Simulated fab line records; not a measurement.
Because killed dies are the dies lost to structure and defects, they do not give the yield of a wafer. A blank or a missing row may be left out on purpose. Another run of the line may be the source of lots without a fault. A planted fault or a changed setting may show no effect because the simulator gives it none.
Which tool is to blame? ; flow n5-finfet ; 31 wafers from 12 lots sampled at 2 of the route's 1938 steps

== WHAT THE GAUGES SHOWED, per wafer ==
N5_MIM_TOP_LITHO_INSPECT_12: inspects for defects (macro).
lot;measured;on;raw-defect-count
L410;day 11 21:50;defect-inspect-02;3 1 2
L411;day 12 08:20;defect-inspect-01;4 3
L409;day 12 09:02;defect-inspect-02;3 2
L413;day 13 02:29;defect-inspect-01;1 1 2
L415;day 13 02:39;defect-inspect-01;2 0 0
L414;day 13 06:35;defect-inspect-02;4 2 3
L417;day 14 04:53;defect-inspect-02;3 0
L420;day 14 20:21;defect-inspect-02;0 3 1
L426;day 16 04:13;defect-inspect-01;2 2 7
L427;day 16 19:25;defect-inspect-01;2 3
L432;day 17 22:53;defect-inspect-02;5 3 1
L431;day 17 22:56;defect-inspect-01;2 0

== EACH LOT AND THE TOOL THAT RAN IT (in order: tool; ch and the chambers of the sampled wafers; start) ==
lot;N5_MIM_TOP_ALD_01
L410;ald-hk-02 ch 0,2,3, day 11 21:50 or earlier
L411;ald-hk-03 ch 0,3, day 12 08:20 or earlier
L409;ald-hk-01 ch 2,3, day 12 09:02 or earlier
L413;ald-hk-02 ch 0,2,3, day 13 02:29 or earlier
L415;ald-hk-03 ch 0,2,3, day 13 02:39 or earlier
L414;ald-hk-03 ch 0,3, day 13 06:35 or earlier
L417;ald-hk-01 ch 0,1, day 14 04:53 or earlier
L420;ald-hk-03 ch 1,2,3, day 14 20:21 or earlier
L426;ald-hk-02 ch 0,1,2, day 16 04:13 or earlier
L427;ald-hk-02 ch 0,2, day 16 19:25 or earlier
L432;ald-hk-03 ch 0,2,3, day 17 22:53 or earlier
L431;ald-hk-02 ch 0,3, day 17 22:56 or earlier
- N5_MIM_TOP_ALD_01: deposits HfO2, target thk 5.6 nm, pulse time 1 s, purge time 3 s.

== WHAT THE TOOLS THEMSELVES READ (means of the sampled wafers that have a number; where no wafer has one, the mark that the record gives instead) ==
N5_MIM_TOP_ALD_01.
lot;tool;precursor-pulse-height-rel
L410;ald-hk-02;0.987
L411;ald-hk-03;1.000
L409;ald-hk-01;1.000
L413;ald-hk-02;1.013
L415;ald-hk-03;0.996
L414;ald-hk-03;0.999
L417;ald-hk-01;1.031
L420;ald-hk-03;1.003
L426;ald-hk-02;1.003
L427;ald-hk-02;1.007
L432;ald-hk-03;1.007
L431;ald-hk-02;1.000

== THE ANSWER, worked out from the rows above alone ==
Rule: the usual values come from the lots themselves. The widest of any qualifying gaps counts: lots, ordered by their means at a reading, are off when they make up no more than a third of the lots, leave a main group of 4 or more, and stand apart from it by 3 or more times the standard deviation of that group's means. The tables above print the reading to a certain number of digits; a main group whose means all agree to those digits is not used. Also off: a lot with no number at a reading for which 4 or more lots have one. Any other lot the step has rows for is counted as sound. Order of review: gauges by route order, followed by the tools' own readings, for which a lot's mean as printed above is used. The first step at which some lot is off is used, and at that step the reading that is off furthest; a lot without a number counts as furthest.
Across all readings shown, no lot is off: no conclusion can be drawn from this.

== WHAT WAS PUT IN BY THE SIMULATOR ==
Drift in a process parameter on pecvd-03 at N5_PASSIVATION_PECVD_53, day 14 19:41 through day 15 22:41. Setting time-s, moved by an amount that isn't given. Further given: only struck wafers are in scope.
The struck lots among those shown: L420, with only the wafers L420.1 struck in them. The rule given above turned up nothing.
